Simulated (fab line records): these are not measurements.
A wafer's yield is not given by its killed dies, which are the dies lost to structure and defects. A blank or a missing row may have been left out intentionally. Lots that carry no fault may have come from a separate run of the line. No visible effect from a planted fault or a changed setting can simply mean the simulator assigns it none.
Problem report in the 8D (eight disciplines) form, filled by code + flow nandHarc + the parts of the form that need people (team, actions taken, sign-off) are left out

== 1. WHAT WENT WRONG ==
Mean of killedAtPeriphery at NHARC_END_SORT_01: 652.0 over 3 wafers from 1 lot, against 3.2 (standard deviation 2.2) on wafers with no fault. So: +99 or more standard deviations from the usual mean.
Earliest sighting: wafer L948.1 on prober-01 at day 23 12:30. The record holds 3 wafers of 1 lot with a number at this step. Rule for "out" (also "out of limits"): further than 4 standard deviations from the usual mean. The other wafers with a number count as sound.

== 2. WHAT IT IS, AND WHAT IT ISN'T ==
| question                    | is                            | is not                                    |
|-----------------------------|-------------------------------|-------------------------------------------|
| which readings at this step | killedAtPeriphery, killedDies | killedAtArray, killedAtOther, killedShort |
| which lots                  | L948                          | -                                         |
| which wafers of those lots  | all that have a number        | -                                         |
| read on which gauges        | prober-01                     | -                                         |
| when                        | from day 23 12:30             | up to then (0 sound wafers)               |

== 3. SUSPECTS, AND WHAT RULES EACH OUT ==
Counting: a tool stays on the suspect list if, at a process step up to the reading, it processed all lots that are out and no sound lot following the first of them.
- the gauge at NHARC_END_SORT_01: kept. All the wafers that are out were read on prober-01, and no step on other tools shows them out.
- lithoTrack-03 at NHARC_P_GATE_DEVELOP_45 (time 70 s): kept. It ran the lot that is out, L948 (day 8 21:00), and no sound lot after that.
After counting, lithoTrack-03 at NHARC_P_GATE_DEVELOP_45 and prober-01 at NHARC_END_SORT_01 remain.

== 4. THE CAUSE (what the simulator had put in) ==
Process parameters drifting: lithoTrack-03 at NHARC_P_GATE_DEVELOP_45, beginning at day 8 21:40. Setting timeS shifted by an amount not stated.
Counting left 2 suspects, and this tool is among them.

== 5. THE CHAIN OF EFFECTS, in route order ==
One row per reading whose mean, taken over the struck wafers that have a number, lies over 3 standard deviations from the usual. Readings are gone through only where the record gives a usual standard deviation; hours: the median, over the lots, of the time from a lot's start at the first step in this table giving one to that lot's start at this step; sigmas: the change measured in usual standard deviations.
| hours | step              | reading           | usual | on struck wafers | change | sigmas      |
|-------|-------------------|-------------------|-------|------------------|--------|-------------|
| 0     | NHARC_END_SORT_01 | killedAtPeriphery | 3.2   | 652.0            | +648.8 | +99 or more |
| 0     | NHARC_END_SORT_01 | killedDies        | 30    | 677              | +647   | +73         |

== 6. HOW IT WOULD HAVE BEEN CAUGHT EARLIER ==
In this record the first reading out of limits at a measuring or inspecting step was taken at day 23 12:30, 351 hours after the fault began at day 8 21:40.
By day 23 12:30 the whole set of lots that are out, 1 in number, had already begun NHARC_P_GATE_DEVELOP_45 on lithoTrack-03. Had the tool been put on hold then, not one of them would have been saved.
